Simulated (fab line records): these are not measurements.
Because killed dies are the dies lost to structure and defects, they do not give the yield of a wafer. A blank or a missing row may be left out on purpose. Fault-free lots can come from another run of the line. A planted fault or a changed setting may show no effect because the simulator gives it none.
Which tool is to blame? | flow n5Finfet | Sampling: 9 lots, 27 wafers, 6 of 1938 route steps

## WHAT THE GAUGES READ, wafer by wafer
N5_SD_EPI_P_CD_MEAS_09: the cd target is 240 nm. Usual: cdNm reads 240.5 nm (standard deviation 0.83).
lot  | measured    | on       | cdNm (nm)         | flag
L586 | day 3 15:26 | cdSem-01 | 241.5 241.2 240.4 | 
L587 | day 3 20:09 | cdSem-01 | 240.6 239.6 238.6 | 
L590 | day 4 13:22 | cdSem-03 | 240.1 239.8 239.5 | 
L594 | day 5 17:41 | cdSem-03 | 240.3 238.8 239.6 | 
L597 | day 6 06:58 | cdSem-01 | 241.1 240.7 240.5 | 
L602 | day 7 11:41 | cdSem-03 | 222.7 222.2 220.9 | OFF
L603 | day 7 18:38 | cdSem-01 | 222.7 222.0 222.3 | OFF
L606 | day 8 11:32 | cdSem-01 | 239.6 238.6 239.3 | 
L608 | day 8 23:26 | cdSem-01 | 240.6 240.5 240.6 | 

N5_SD_EPI_P_OVL_MEAS_10. Usual: for SD_P_BLK_OVL the level is -0.1 nm and the standard deviation is 0.82.
lot  | measured    | on         | SD_P_BLK_OVL (nm) | flag
L586 | day 3 15:28 | overlay-02 | -1.5 0.5 -1.7     | 
L587 | day 3 20:11 | overlay-01 | 0.5 -1.1 0.3      | 
L590 | day 4 13:24 | overlay-02 | -1.0 -0.8 -1.2    | 
L594 | day 5 17:43 | overlay-01 | 0.2 0.5 0.3       | 
L597 | day 6 06:59 | overlay-01 | -1.1 0.4 -0.7     | 
L602 | day 7 11:43 | overlay-02 | -0.3 0.5 -0.9     | 
L603 | day 7 18:40 | overlay-01 | -1.2 -0.5 -0.5    | 
L606 | day 8 11:34 | overlay-02 | -0.2 -0.4 1.7     | 
L608 | day 8 23:28 | overlay-01 | 1.5 -0.2 0.9      | 

N5_BEOL_M4_RC_MEAS_101. Usual: DIBL_N 36.3 mV/V, standard deviation 1.6; DIBL_P 36.4 mV/V, standard deviation 2.1; IOFF_N 0.16 nA/um, standard deviation 0.032; IOFF_P 0.22 nA/um, standard deviation 0.044; ION_N 675 uA/um, standard deviation 12; ION_P 463 uA/um, standard deviation 8.3; SS_N 71.6 mV/dec, standard deviation 0.64; SS_P 73.3 mV/dec, standard deviation 0.67; VT_N 250 mV, standard deviation 3.3; VT_P -250 mV, standard deviation 3.7.
lot  | measured     | on        | DIBL_N (mV/V)  | DIBL_P (mV/V)  | IOFF_N (nA/um) | IOFF_P (nA/um) | ION_N (uA/um) | ION_P (uA/um) | SS_N (mV/dec)  | SS_P (mV/dec)  | VT_N (mV)   | VT_P (mV)      | flag
L586 | day 10 11:23 | prober-01 | 33.7 33.8 35.0 | 33.5 33.5 35.4 | 0.13 0.12 0.15 | 0.19 0.19 0.22 | 671 659 664   | 471 464 463   | 71.2 71.0 71.5 | 72.6 73.0 72.8 | 252 254 250 | -249 -249 -251 | 
L587 | day 9 17:16  | prober-01 | 37.6 35.8 35.0 | 38.7 35.3 35.0 | 0.17 0.13 0.12 | 0.21 0.16 0.16 | 675 672 666   | 462 452 455   | 72.0 71.6 70.9 | 73.9 72.1 72.7 | 248 252 252 | -250 -256 -255 | 
L590 | day 10 16:30 | prober-02 | 36.3 35.1 37.4 | 35.5 33.6 36.4 | 0.15 0.13 0.18 | 0.19 0.17 0.21 | 674 667 694   | 463 462 471   | 70.6 70.5 71.2 | 73.7 73.0 72.5 | 251 250 246 | -251 -252 -254 | 
L594 | day 11 17:00 | prober-02 | 35.4 37.9 36.7 | 35.7 38.7 37.3 | 0.15 0.21 0.18 | 0.18 0.23 0.20 | 665 697 674   | 457 468 454   | 71.2 71.7 71.2 | 72.8 74.1 73.0 | 251 246 249 | -254 -250 -251 | 
L597 | day 12 15:33 | prober-01 | 37.1 36.7 35.6 | 37.6 35.7 34.2 | 0.17 0.15 0.13 | 0.23 0.19 0.18 | 692 681 670   | 464 456 453   | 72.2 71.4 71.1 | 73.9 72.4 72.9 | 248 250 251 | -250 -252 -253 | 
L602 | day 13 20:44 | prober-01 | 38.0 33.7 34.7 | 37.5 32.2 33.5 | 0.20 0.12 0.13 | 0.26 0.17 0.18 | 699 654 674   | 471 452 461   | 72.3 70.6 71.4 | 74.3 72.7 74.0 | 246 253 251 | -244 -250 -251 | 
L603 | day 14 11:29 | prober-02 | 34.9 37.0 37.3 | 35.0 37.8 37.6 | 0.14 0.18 0.18 | 0.19 0.24 0.23 | 666 681 685   | 465 469 467   | 71.3 71.4 71.3 | 72.3 73.3 73.4 | 251 246 244 | -251 -247 -249 | 
L606 | day 15 14:51 | prober-02 | 35.6 34.9 36.8 | 35.1 34.2 35.7 | 0.12 0.12 0.14 | 0.18 0.17 0.19 | 648 672 667   | 450 464 461   | 71.4 70.7 70.9 | 73.4 73.2 72.4 | 255 254 252 | -253 -251 -253 | 
L608 | day 16 21:25 | prober-01 | 35.7 37.1 35.8 | 34.9 36.6 35.0 | 0.15 0.17 0.15 | 0.21 0.23 0.21 | 665 670 680   | 459 462 463   | 71.9 72.6 72.4 | 72.9 73.0 72.9 | 250 248 253 | -250 -248 -251 | 

## EACH LOT AND THE TOOL THAT RAN IT (in order: tool; ch and the chambers of the sampled wafers; start)
lot  | N5_SD_EPI_N_ETCH_34              | N5_SD_EPI_P_PEB_07              | N5_SD_EPI_P_ETCH_47
L586 | rieDiel-06 ch 1,3, day 3 10:22   | lithoTrack-02 ch 0, day 3 15:22 | rieDiel-01 ch 0,1,2, day 3 16:02
L587 | rieDiel-02 ch 0,2,3, day 3 15:04 | lithoTrack-05 ch 0, day 3 20:05 | rieDiel-01 ch 1,3, day 3 20:58
L590 | rieDiel-03 ch 0,1,3, day 4 08:27 | lithoTrack-02 ch 0, day 4 13:19 | rieDiel-01 ch 0,1, day 4 13:58
L594 | rieDiel-03 ch 1,3, day 5 13:28   | lithoTrack-02 ch 0, day 5 17:37 | rieDiel-01 ch 1,2,3, day 5 18:17
L597 | rieDiel-06 ch 0,2,3, day 6 02:35 | lithoTrack-02 ch 0, day 6 06:53 | rieDiel-04 ch 0,1,2, day 6 07:41
L602 | rieDiel-02 ch 0,1,2, day 7 07:28 | lithoTrack-02 ch 0, day 7 11:38 | rieDiel-01 ch 0,1, day 7 12:29
L603 | rieDiel-02 ch 2,3, day 7 14:19   | lithoTrack-02 ch 0, day 7 18:35 | rieDiel-05 ch 0,1,3, day 7 19:15
L606 | rieDiel-02 ch 0,1,2, day 8 06:31 | lithoTrack-01 ch 0, day 8 11:28 | rieDiel-01 ch 0,1,2, day 8 12:08
L608 | rieDiel-06 ch 0,3, day 8 18:39   | lithoTrack-01 ch 0, day 8 23:22 | rieDiel-01 ch 0,3, day 9 00:02
- N5_SD_EPI_N_ETCH_34: etches SiARC in CF4, target depth 45.5 nm, time 75.8 s.
- N5_SD_EPI_P_PEB_07: peb time 60 s.
- N5_SD_EPI_P_ETCH_47: etches SiOCN in CH3F/O2, target depth 25 nm.

## AS READ BY THE TOOLS THEMSELVES (means over the sampled wafers that have a number; for cases with no such wafer, the mark the record gives instead)
N5_SD_EPI_N_ETCH_34. Usual: drypumpMotorCurrentA 5.8 A, standard deviation 0.54; etchRfOnTimeS 75.5 s, standard deviation 1.7; oesProductAu 0.63 a.u., standard deviation 0.049; rfVppV 184.3 V, standard deviation 1.2; showerheadPlenumPTorr 2.16 Torr, standard deviation 0.072; throttleValvePct 15.66 %, standard deviation 0.21.
lot  | tool       | drypumpMotorCurrentA (A) | etchRfOnTimeS (s) | oesProductAu (a.u.) | rfVppV (V) | showerheadPlenumPTorr (Torr) | throttleValvePct (%) | flag
L586 | rieDiel-06 | 5.7                      | 75.0              | 0.63                | 185.0      | 2.23                         | 15.62                | 
L587 | rieDiel-02 | 5.9                      | 73.8              | 0.62                | 183.2      | 2.08                         | 15.45                | 
L590 | rieDiel-03 | 5.6                      | 74.7              | 0.63                | 184.5      | 2.13                         | 15.71                | 
L594 | rieDiel-03 | 6.0                      | 73.7              | 0.66                | 184.5      | 2.17                         | 15.83                | 
L597 | rieDiel-06 | 6.3                      | 76.9              | 0.61                | 184.8      | 2.21                         | 15.67                | 
L602 | rieDiel-02 | 5.6                      | 75.2              | 0.68                | 184.4      | 2.17                         | 15.54                | 
L603 | rieDiel-02 | 5.9                      | 75.0              | 0.61                | 183.8      | 2.08                         | 15.51                | 
L606 | rieDiel-02 | 5.6                      | 75.9              | 0.67                | 183.9      | 2.17                         | 15.56                | 
L608 | rieDiel-06 | 6.2                      | 77.4              | 0.61                | 185.7      | 2.21                         | 15.74                | 

N5_SD_EPI_P_PEB_07. Usual: heaterPowerTotalW reads 175.2 W (standard deviation 1.7).
lot  | tool          | heaterPowerTotalW (W) | flag
L586 | lithoTrack-02 | 174.1                 | 
L587 | lithoTrack-05 | 174.4                 | 
L590 | lithoTrack-02 | 177.0                 | 
L594 | lithoTrack-02 | 174.9                 | 
L597 | lithoTrack-02 | 174.6                 | 
L602 | lithoTrack-02 | 235.3                 | OFF
L603 | lithoTrack-02 | 236.0                 | OFF
L606 | lithoTrack-01 | 174.4                 | 
L608 | lithoTrack-01 | 175.7                 | 

N5_SD_EPI_P_ETCH_47. Usual: drypumpMotorCurrentA 5.6 A, standard deviation 0.51; oesProductAu 0.80 a.u., standard deviation 0.085; rfVppV 127.1 V, standard deviation 2.7; showerheadPlenumPTorr 2.02 Torr, standard deviation 0.06; throttleValvePct 16.36 %, standard deviation 0.23.
lot  | tool       | drypumpMotorCurrentA (A) | oesProductAu (a.u.) | rfVppV (V) | showerheadPlenumPTorr (Torr) | throttleValvePct (%) | flag
L586 | rieDiel-01 | 5.8                      | 0.80                | 129.7      | 2.06                         | 16.31                | 
L587 | rieDiel-01 | 6.2                      | 0.72                | 127.6      | 2.03                         | 16.39                | 
L590 | rieDiel-01 | 6.1                      | 0.73                | 131.6      | 2.06                         | 16.57                | 
L594 | rieDiel-01 | 5.9                      | 0.86                | 126.1      | 2.03                         | 16.18                | 
L597 | rieDiel-04 | 5.7                      | 0.79                | 126.2      | 1.95                         | 16.32                | 
L602 | rieDiel-01 | 6.2                      | 0.71                | 128.9      | 2.05                         | 16.42                | 
L603 | rieDiel-05 | 5.2                      | 0.83                | 126.5      | 2.05                         | 16.38                | 
L606 | rieDiel-01 | 5.8                      | 0.75                | 128.8      | 2.05                         | 16.38                | 
L608 | rieDiel-01 | 6.3                      | 0.83                | 128.0      | 2.00                         | 16.50                | 

## THE ANSWER, worked out from the rows above alone
Rule: take the mean of a lot's wafers that have a number; if it is more than 3 standard deviations from the usual mean, the lot is off. Also off: a lot with no number at a reading for which 4 or more lots have one. All remaining lots with rows at the step are treated as sound. The gauges are gone through in route order, then the tools' own readings, and for those a lot's mean is taken as printed above. At the first step where some lot is off, the reading lying furthest off is the one used; lots without a number count as furthest.
Off: L602, L603, at N5_SD_EPI_P_CD_MEAS_09 (cdNm).
If a tool, at a process step before that reading, ran all the lots that are off and no sound lot after the first of them, it fits. The gauges at N5_SD_EPI_P_CD_MEAS_09 aren't tried: what is off there is off at N5_SD_EPI_P_PEB_07 too, on other tools, and a gauge's error can't cause that. One candidate fits, namely lithoTrack-02 at N5_SD_EPI_P_PEB_07. Its last sound lot is L597 (day 6 06:53), its first lot that is off L602 (day 7 11:38): a fault that began between those two fits.
On the lots that are off, the tool's own readings at N5_SD_EPI_P_PEB_07 differ by more than 5 times the standard deviation of the sound lots' means, which bears it out; heaterPowerTotalW reads 235.7 W there versus 175.0 W on the sound lots.

## WHAT HAD BEEN PUT IN BY THE SIMULATOR
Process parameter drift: lithoTrack-02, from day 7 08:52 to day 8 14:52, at N5_SD_EPI_P_PEB_07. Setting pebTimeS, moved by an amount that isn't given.
Lots struck among those shown: L602, L603. The rule above found the same.
